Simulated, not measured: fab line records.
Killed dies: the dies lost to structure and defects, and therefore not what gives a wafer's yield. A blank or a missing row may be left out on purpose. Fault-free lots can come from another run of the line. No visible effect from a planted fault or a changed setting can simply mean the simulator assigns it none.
fab line records | flow nandHarc
record: lots: 5 wafers: 15 lastDay: 24
route steps=1159 shown P_ZERO_WELL@68 P_STI@69 END@1159
lots untouched by any fault: they come from a run of this same line in which no faults occurred
startH: hours from the record's opening day to when the first of the lot's shown wafers began | waitH: hours from the lot's prior step to this one | " as in the row above | L1.1+2: one row covering several wafers at once | - either no value or no given start | * or withheld: withheld | < > ~ a bound
route shown NAME@n: names a module that has steps shown in the file, with the first one's number in the route | usual: average and standard deviation across the fault-free wafers | same: alike in all rows | chamber/n: place in a boat | sites: the reading at each site | _std_site: standard deviation of those values | _edge_site: the outer-site mean with the inner-site mean subtracted | radiusMm: how far each site lies from the wafer's centre | mask NAME#n: copy n | behind: the most recent tool/chamber to have shaped the wafer | hold: reason for holding the lot/hours on hold/outcome of the hold | device: transistor that didn't switch, given as n, p or np | end of line: at the end of the route, the tests of the same wafers | a step with no rows: only its recipe | killed: not the wafer's yield, but the dies lost to structure and defects at the first sort | map: a wafer's dies, x killed, . not, _ none there
set.NAME: the run value of the setting; set.NAME@STEP: its run value at that earlier step | model.NAME: the simulator's own value behind a step, which no gauge read
certain route steps with their lots: each step a table, each wafer a row
services: the hour from which a tool's chamber was out of use, counted from the record's first day as startH (under 0 if before that day), plus the number of hours and why
== steps ==
step: NHARC_P_ZERO_WELL_INSPECT_43
usual: rawDefectCount: 14/6.8
columns lot.wafer tool chamber startH waitH rawDefectCount
L615.1 defectInspect-01 - 61.49 0.6 15
L615.4 " - " " 20
L615.5 " - " " 16
L616.2 defectInspect-02 - 68.01 0.5 26
L616.3 " - " " 25
L616.5 " - " " 20
L625.1 defectInspect-01 - 121.51 0.6 9
L625.2 " - " " 7
L625.3 " - " " 2
L626.1 defectInspect-02 - 127.73 0.6 18
L626.2 " - " " 10
L626.5 " - " " 18
L631.1 defectInspect-02 - 157.74 0.6 28
L631.2 " - " " 26
L631.5 " - " " 9
step: NHARC_P_STI_ETCH_26
recipe: targetDepthA: 110 chemistry: dHF material: SiO2
step: NHARC_P_STI_PRECLEAN_27
recipe: timeS: * tempC: 50 bathAgeMin: 0 chemistry: SC1
step: NHARC_P_STI_SRD_28
step: NHARC_P_STI_OXIDE_29
recipe: targetThkA: 100 tempC: 900 oxTimeS: 1362 material: SiO2
step: NHARC_P_STI_HM_DEP_30
recipe: targetThkA: 800 tempC: 790 pressureMtorr: 300 timeS: 873 material: Si3N4
step: NHARC_P_STI_DEHYDRATE_01
recipe: tempC: 150 timeS: 120
step: NHARC_P_STI_HMDS_02
recipe: timeS: 30
step: NHARC_P_STI_COAT_41
recipe: tempC: 200 timeS: 65
step: NHARC_P_STI_COAT_03
recipe: spinRpm: 2000 resistThkNm: 600
step: NHARC_P_STI_SOFTBAKE_04
recipe: tempC: 125 timeS: 70
step: NHARC_P_STI_EBR_05
step: NHARC_P_STI_EXPOSE_06
recipe: na: 0.55 targetCdNm: 200 doseMj: 37.69 maskId: P_STI
usual: exposureDoseMJCm2: 37.66/0.031
columns lot.wafer tool chamber startH waitH mask exposureDoseMJCm2
L615.1 krfScanner-01 0 76.65 - P_STI#0 37.65
L615.4 " 0 " " P_STI#0 37.63
L615.5 " 0 " " P_STI#0 37.65
L616.2 krfScanner-02 0 86.08 - P_STI_R1#0 37.63
L616.3 " 0 " " P_STI_R1#0 37.64
L616.5 " 0 " " P_STI_R1#0 37.66
L625.1 krfScanner-04 0 136.55 - P_STI#0 37.66
L625.2 " 0 " " P_STI#0 37.64
L625.3 " 0 " " P_STI#0 37.62
L626.1 krfScanner-02 0 146.50 - P_STI#0 37.60
L626.2 " 0 " " P_STI#0 37.69
L626.5 " 0 " " P_STI#0 37.69
L631.1 krfScanner-02 0 177.55 - P_STI#0 37.68
L631.2 " 0 " " P_STI#0 37.68
L631.5 " 0 " " P_STI#0 37.64
step: NHARC_P_STI_PEB_07
recipe: pebTempC: 128 pebTimeS: 80
step: NHARC_P_STI_DEVELOP_08
recipe: timeS: 50 devTempC: 22
step: NHARC_P_STI_CD_MEAS_09
recipe: targetCdNm: 200 landingEnergyEv: 500
usual: cdNm: 199/3.3
same: landingEnergyEv: 500
columns lot.wafer tool chamber startH waitH cdNm
L615.1 cdSem-02 0 76.81 - 197
L615.4 " 0 " " 201
L615.5 " 0 " " 206
L616.2 cdSem-02 0 86.23 - 222
L616.3 " 0 " " 223
L616.5 " 0 " " 228
L625.1 cdSem-02 0 136.70 - 194
L625.2 " 0 " " 201
L625.3 " 0 " " 202
L626.1 cdSem-03 0 146.65 - 196
L626.2 " 0 " " 197
L626.5 " 0 " " 195
L631.1 cdSem-01 0 177.70 - 203
L631.2 " 0 " " 201
L631.5 " 0 " " 200
step: NHARC_P_STI_OVL_MEAS_10
usual: overlayXNm: -1/4.2 overlayYNm: 0/5.3
columns lot.wafer tool chamber startH waitH overlayXNm overlayYNm
L615.1 overlay-02 - 76.89 - -4 1
L615.4 " - " " -4 0
L615.5 " - " " -3 1
L616.2 overlay-01 - 86.32 - -2 3
L616.3 " - " " -2 3
L616.5 " - " " -2 3
L625.1 overlay-02 - 136.79 - -3 -8
L625.2 " - " " -3 -8
L625.3 " - " " -3 -8
L626.1 overlay-01 - 146.74 - -1 1
L626.2 " - " " -2 1
L626.5 " - " " -1 1
L631.1 overlay-02 - 177.79 - 1 12
L631.2 " - " " 1 11
L631.5 " - " " 0 11
step: NHARC_P_STI_INSPECT_11
usual: rawDefectCount: 5.0/2.4
columns lot.wafer tool chamber startH waitH rawDefectCount
L615.1 defectInspect-01 - 76.93 0.0 7
L615.4 " - " " 6
L615.5 " - " " 7
L616.2 defectInspect-02 - 86.35 0.0 4
L616.3 " - " " 2
L616.5 " - " " 8
L625.1 defectInspect-02 - 136.82 0.0 10
L625.2 " - " " 3
L625.3 " - " " 3
L626.1 defectInspect-01 - 146.78 0.0 5
L626.2 " - " " 5
L626.5 " - " " 5
L631.1 defectInspect-02 - 177.82 0.0 3
L631.2 " - " " 6
L631.5 " - " " 6
step: NHARC_P_STI_HARDBAKE_13
recipe: tempC: 118 timeS: 65
step: NHARC_P_STI_DESCUM_14
recipe: timeS: 3 o2FlowSccm: 200 arFlowSccm: 0 biasPowerW: 0 chemistry: O2
usual: drypumpMotorCurrentA: 5.6/0.42 oesProductAu: 0.998/0.019 rfVppV: 57.7/0.86 showerheadPlenumPTorr: 1.91/0.077 throttleValvePct: 11.311/0.0093
same: timeS: 3
columns lot.wafer tool chamber startH waitH drypumpMotorCurrentA oesProductAu rfHoursCounterH rfVppV showerheadPlenumPTorr throttleValvePct model.P_STI.cdNm
L615.4 rieDiel-08 1 77.06 - 5.7 0.998 8.2 58.2 1.89 11.302 202.5
L615.1 " 2 " " 5.8 0.983 8.7 56.8 1.92 11.306 197.4
L615.5 " 2 " " 5.8 0.990 - 57.4 1.92 11.307 206.2
L616.2 rieDiel-08 0 86.50 - 5.1 0.981 7.7 57.3 1.96 11.309 221.7
L616.3 " 2 " " 5.8 0.961 8.8 59.0 1.92 11.318 223.6
L616.5 " 2 " " 5.8 0.970 - 58.1 1.92 11.308 228.4
L625.1 rieDiel-09 0 136.96 - 5.3 0.969 1.5 56.9 1.84 11.308 194.3
L625.2 " 2 " " 5.5 0.997 1.8 57.0 1.80 11.326 200.8
L625.3 " 3 " " 5.8 1.020 1.7 58.0 1.86 11.301 200.6
L626.2 rieDiel-08 0 146.92 - 5.1 0.982 0.9 56.5 1.96 11.297 196.1
L626.1 " 2 " " 5.8 0.979 1.2 56.4 1.92 11.329 195.2
L626.5 " 3 " " 5.0 1.017 - 58.0 2.01 11.298 195.3
L631.2 rieDiel-06 2 177.96 - 5.3 1.005 2.6 58.5 1.97 11.306 200.9
L631.1 " 3 " " 6.0 1.013 2.4 59.3 2.05 11.304 203.5
L631.5 " 2 " " 5.3 1.006 - 57.5 1.97 11.309 199.4
step: NHARC_P_STI_ETCH_42
recipe: targetDepthA: 800 overetchA: 240 timeS: 61 ionEnergyEv: 200 n2FlowSccm: 150 h2FlowSccm: 150 arFlowSccm: 0 rfW: 400 biasW: 150 chemistry: N2/H2
usual: drypumpMotorCurrentA: 5.6/0.43 oesProductAu: 0.997/0.019 rfVppV: 430.2/2.5 showerheadPlenumPTorr: 2.03/0.086 throttleValvePct: 14.172/0.0094
same: timeS: 61
columns lot.wafer tool chamber startH waitH drypumpMotorCurrentA oesProductAu rfHoursCounterH rfVppV showerheadPlenumPTorr throttleValvePct
L615.4 rieDiel-08 3 77.15 0.1 5.0 1.020 7.0 432.6 2.15 14.172
L615.1 " 1 " " 5.7 0.987 8.2 431.2 2.02 14.191
L615.5 " 0 " " 5.1 0.973 - 432.6 2.09 14.176
L616.3 rieDiel-08 3 86.59 0.1 5.0 1.010 7.2 433.9 2.15 14.177
L616.2 " 2 " " 5.8 0.975 8.8 432.3 2.05 14.160
L616.5 " 3 " " 5.0 1.010 - 434.3 2.15 14.165
L625.1 rieDiel-09 2 137.04 0.1 5.5 1.000 1.8 426.3 1.92 14.161
L625.3 " 3 " " 5.8 1.022 1.7 429.9 1.98 14.166
L625.2 " 1 " " 6.4 1.012 1.6 425.7 1.90 14.166
L626.1 rieDiel-08 2 147.01 0.1 5.8 0.979 1.2 430.4 2.04 14.183
L626.2 " 0 " " 5.1 0.984 0.9 431.7 2.09 14.170
L626.5 " 3 " " 5.0 1.012 - 433.5 2.14 14.174
L631.2 rieDiel-06 0 178.05 0.1 5.8 0.998 2.6 431.8 2.11 14.169
L631.1 " 1 " " 6.2 1.002 2.7 429.5 2.01 14.164
L631.5 " 3 " " 6.1 1.013 - 434.6 2.18 14.161
step: NHARC_P_STI_ETCH_31
recipe: targetDepthA: 1089 timeS: 54.5 cf4FlowSccm: 100 chf3FlowSccm: 30 arFlowSccm: 0 rfW: 500 biasW: 200 chemistry: CF4/CHF3
usual: drypumpMotorCurrentA: 5.6/0.41 oesProductAu: 0.952/0.023 rfVppV: 370.3/2.1 showerheadPlenumPTorr: 1.57/0.059 throttleValvePct: 16.802/0.0089
same: timeS: 54.5
columns lot.wafer tool chamber startH waitH drypumpMotorCurrentA oesProductAu rfHoursCounterH rfVppV showerheadPlenumPTorr throttleValvePct
L615.1 rieDiel-08 1 - - 5.7 0.959 8.2 369.5 1.56 16.794
L615.4 " 0 " " 5.1 0.962 7.5 370.4 1.61 16.805
L615.5 " 1 " " 5.7 0.950 - 371.6 1.56 16.805
L616.2 rieDiel-08 3 - - 5.0 0.952 7.2 373.3 1.65 16.795
L616.3 " 0 " " 5.1 0.921 7.7 370.7 1.61 16.801
L616.5 " 2 " " 5.8 0.908 - 371.0 1.58 16.795
L625.1 rieDiel-09 3 - - 5.8 0.947 1.7 369.2 1.53 16.806
L625.3 " 0 " " 5.3 0.908 1.6 368.6 1.52 16.814
L625.2 " 2 " " 5.5 0.924 1.8 368.6 1.49 16.798
L626.2 rieDiel-08 3 - - 5.0 0.987 1.2 373.0 1.65 16.808
L626.1 " 0 " " 5.1 0.951 0.9 371.4 1.61 16.811
L626.5 " 2 " " 5.8 0.947 - 370.7 1.58 16.822
L631.2 rieDiel-06 3 - - 6.0 0.970 2.5 374.8 1.68 16.791
L631.1 " 1 " " 6.3 0.973 2.8 370.0 1.55 16.794
L631.5 " 3 " " 6.0 0.974 - 372.9 1.68 16.796
step: NHARC_P_STI_ETCH_15
recipe: targetDepthA: 3000 taperDeg: 4 timeS: 100.1 hbrFlowSccm: 150 cl2FlowSccm: 50 rfW: 400 icpW: 400 biasW: 100 chemistry: HBr/Cl2
usual: drypumpMotorCurrentA: 5.8/0.44 oesProductAu: 0.994/0.012 throttleValvePct: 26.406/0.0093
same: timeS: 100.1
columns lot.wafer tool chamber startH waitH drypumpMotorCurrentA oesProductAu rfHoursCounterH throttleValvePct model.P_STI.cdNm
L615.1 rieSi-06 1 77.34 - 5.6 0.982 0.3 26.408 194.7
L615.4 " 3 " " 5.8 0.984 0.4 26.411 203.8
L615.5 " 2 " " 5.7 1.017 - 26.407 205.2
L616.3 rieSi-03 1 86.83 - 6.9 0.979 0.8 26.395 225
L616.2 " 2 " " 5.6 0.987 0.9 26.412 220.7
L616.5 " 0 " " 5.1 1.000 - 26.410 231.8
L625.3 rieSi-02 3 137.23 - 5.5 0.988 0.8 26.430 199.4
L625.1 " 0 " " 6.0 1.001 0.6 26.418 191.3
L625.2 " 2 " " 5.4 0.975 0.8 26.405 198.6
L626.1 rieSi-02 1 147.24 - 5.7 0.978 0.7 26.406 192.3
L626.2 " 3 " " 5.6 0.987 0.9 26.404 195.3
L626.5 " 1 " " 5.7 0.984 - 26.403 198.3
L631.2 rieSi-03 2 178.23 - 5.6 1.003 0.1 26.418 201.4
L631.1 " 1 " " 6.8 0.984 0.1 26.409 203.6
L631.5 " 3 " " 6.0 0.991 - 26.404 199.3
step: NHARC_P_STI_CD_MEAS_16
usual: cdNm: 199/3.8
columns lot.wafer tool chamber startH waitH cdNm
L615.1 cdSem-02 - 77.50 - 195
L615.4 " - " " 204
L615.5 " - " " 205
L616.2 cdSem-01 - 86.97 - 221
L616.3 " - " " 225
L616.5 " - " " 232
L625.1 cdSem-01 - 137.39 - 192
L625.2 " - " " 199
L625.3 " - " " 199
L626.1 cdSem-01 - 147.38 - 192
L626.2 " - " " 195
L626.5 " - " " 199
L631.1 cdSem-03 - 178.40 - 203
L631.2 " - " " 202
L631.5 " - " " 199
step: NHARC_P_STI_OCD_MEAS_17
usual: trenchDepthNm: 298/4.8 trenchFootCdNm: 158/3.4
columns lot.wafer tool chamber startH waitH trenchDepthNm trenchFootCdNm
L615.1 ocd-02 - 77.59 0.1 292 156
L615.4 " - " " 295 160
L615.5 " - " " 305 163
L616.2 ocd-02 - 87.07 0.1 296 180
L616.3 " - " " 293 183
L616.5 " - " " 301 186
L625.1 ocd-02 - 137.48 0.1 300 153
L625.2 " - " " 292 160
L625.3 " - " " 296 160
L626.1 ocd-02 - 147.47 0.1 294 154
L626.2 " - " " 296 155
L626.5 " - " " 295 153
L631.1 ocd-02 - 178.48 0.1 293 163
L631.2 " - " " 302 159
L631.5 " - " " 297 158
step: NHARC_P_STI_STRIP_19
recipe: timeS: 900 tempC: 130 chemistry: SPM
step: NHARC_END_SORT_01
recipe: tempC: 25
usual: killedAtArray: 28/10 killedAtOther: 0.6/1.1 killedAtPeriphery: 3.6/2.6 killedDies: 32/10 killedOpen: 3.3/1.8 killedShort: 1.9/1.4
same: grossDies: 677
columns lot.wafer tool chamber startH waitH killedAtArray killedAtOther killedAtPeriphery killedDies killedOpen killedShort
L625.1 prober-01 0 542.17 2.5 38 0 3 41 2 3
L625.2 prober-01 0 542.97 2.8 30 2 1 33 2 2
L625.3 prober-01 0 543.76 3.1 31 0 1 32 3 1
killed by level:class
L625.1 A_SLIT:chamberFilmFlake=17 A_STAIRCASE:chamberFilmFlake=7 A_CONTACT:chamberFilmFlake=6 P_GATE:chamberFilmFlake=2 A_ONON_D1:geometricParticle:short=1 A_CHANNEL_FILL_D1:geometricParticle:short=1 A_CHANNEL_FILL_D1:geometricParticle:open=1 A_WL_FILL:geometricParticle:short=1
L625.2 A_SLIT:chamberFilmFlake=13 A_CONTACT:chamberFilmFlake=5 A_CHANNEL_HOLE_D1:chamberFilmFlake=4 A_STAIRCASE:chamberFilmFlake=4 P_M0:geometricParticle:open=1 A_CHANNEL_FILL_D1:geometricParticle:short=1 A_SGD_CUT:geometricParticle:short=1 A_CONTACT:geometricParticle:open=1
L625.3 A_SLIT:chamberFilmFlake=16 A_CHANNEL_HOLE_D1:chamberFilmFlake=6 A_STAIRCASE:chamberFilmFlake=4 A_CONTACT:geometricParticle:open=2 P_M0:geometricParticle:short=1 A_M1:geometricParticle:open=1 A_ZERO_WELL:chamberFilmFlake=1 A_CONTACT:chamberFilmFlake=1
== services ==
columns tool chamber startH hours kind
rieDiel-08 0 54.83 - clean
rieDiel-08 1 54.83 - clean
rieDiel-08 2 54.83 - clean
rieDiel-08 3 54.83 - clean
rieDiel-06 - 64.20 9.0 pm
rieDiel-08 0 69.75 1.4 repair
rieDiel-09 - 77.10 9.0 pm
rieDiel-08 0 79.33 - clean
rieDiel-08 1 79.33 - clean
rieDiel-08 2 79.33 - clean
rieDiel-08 3 79.33 - clean
krfScanner-01 - 84.00 4.0 pm
rieSi-06 - 85.46 0.8 repair
rieDiel-08 1 86.30 12.2 repair
rieDiel-09 1 100.84 5.4 repair
rieSi-03 3 111.28 12.5 repair
rieSi-02 1 118.35 6.0 repair
rieDiel-08 - 124.80 9.0 pm
krfScanner-04 - 126.00 4.0 pm
rieDiel-09 0 138.91 27.4 repair
rieDiel-08 1 142.55 12.7 repair
rieSi-03 - 155.00 9.0 pm
rieDiel-09 1 165.45 4.5 repair
rieDiel-09 0 176.42 9.6 repair
== key ==
firstSign: step: NHARC_P_STI_EXPOSE_06 reading: mask direction: changed
effect: step: NHARC_P_STI_CD_MEAS_09 reading: cdNm direction: up sigmas: 7.7 usual: 199 struck: 224
effect: step: NHARC_P_STI_CD_MEAS_16 reading: cdNm direction: up sigmas: 7.1 usual: 199 struck: 226
effect: step: NHARC_P_STI_OCD_MEAS_17 reading: trenchFootCdNm direction: up sigmas: 7.5 usual: 158 struck: 183
modelEffect: step: NHARC_P_STI_DESCUM_14 value: P_STI.cdNm without: 195.1 struck: 224.5
modelEffect: step: NHARC_P_STI_ETCH_15 value: P_STI.cdNm without: 196.4 struck: 225.8
metAt NHARC_P_STI_EXPOSE_06
struckWafers L616.2,L616.3,L616.5
testerLeftOut L616
fault: kind: wrongMask tool: any chamber: - onsetH: 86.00 steps: NHARC_P_STI_EXPOSE_06 auxCopy: P_STI_R1#0 cdOffsetNm: 29.433 scope: struckLotsOnly
testerLeftOut: of these lots the tester's yield and bins aren't shown, on N5 and GAA mostly nor the transistor test; their killed dies are dies lost to structure and defects alone, not to doping, threshold or leakage, so they don't give the yield
